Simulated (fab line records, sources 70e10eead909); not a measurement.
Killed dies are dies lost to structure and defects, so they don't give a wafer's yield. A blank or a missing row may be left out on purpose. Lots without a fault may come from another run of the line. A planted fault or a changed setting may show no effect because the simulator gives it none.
Which tool did it? | flow nand_harc | 7 lots, 21 wafers sampled, at 3 steps of a route of 1302

WHAT THE GAUGES READ, wafer by wafer
NHARC_END_SORT_01.
lot  | measured     | on        | killed_at_array
L785 | day 30 21:41 | prober-01 | 665 669 672

WHICH TOOL RAN EACH LOT (tool, then ch and the chambers of the sampled wafers, then the start)
lot  | NHARC_P_BONDPAD_PVD_17                  | NHARC_A_ONON_D1_DEP_12
L773 | pvd_sputter-03, day 8 18:32 or earlier  | pecvd_onon-03 ch 0, day 8 18:32
L775 | pvd_sputter-02, day 9 13:26 or earlier  | pecvd_onon-01 ch 0, day 9 13:26
L777 | pvd_sputter-01, day 10 09:22 or earlier | pecvd_onon-01 ch 0, day 10 09:22
L782 | pvd_sputter-02, day 12 10:05 or earlier | pecvd_onon-04 ch 0, day 12 10:05
L785 | pvd_sputter-03, day 13 21:44 or earlier | pecvd_onon-04, day 13 21:44
L791 | pvd_sputter-01, day 16 07:31 or earlier | pecvd_onon-03 ch 0, day 16 07:31
L794 | pvd_sputter-02, day 17 18:26 or earlier | pecvd_onon-01 ch 0, day 17 18:26
- NHARC_P_BONDPAD_PVD_17: deposits TaN, target thk 5 nm, time 8.06 s.
- NHARC_A_ONON_D1_DEP_12: target thk 1000 nm.

THE ANSWER, worked out from the rows above alone
Rule: what is usual is taken from the lots themselves. Put in order of their means at a reading, lots are off if they are a third of the lots or fewer, leave a main group of 4 or more, and stand apart from it by a gap of 3 or more times the standard deviation of the main group's means; of several such gaps the widest counts. A main group whose means are all the same, to the digits that the tables above print for the reading, isn't used. A lot without any number at a reading at which 4 lots or more have one is off too. The other lots that the step has rows for count as sound.
No lot is off at any reading shown: from this, nothing can be told.

WHAT THE SIMULATOR HAD PUT IN
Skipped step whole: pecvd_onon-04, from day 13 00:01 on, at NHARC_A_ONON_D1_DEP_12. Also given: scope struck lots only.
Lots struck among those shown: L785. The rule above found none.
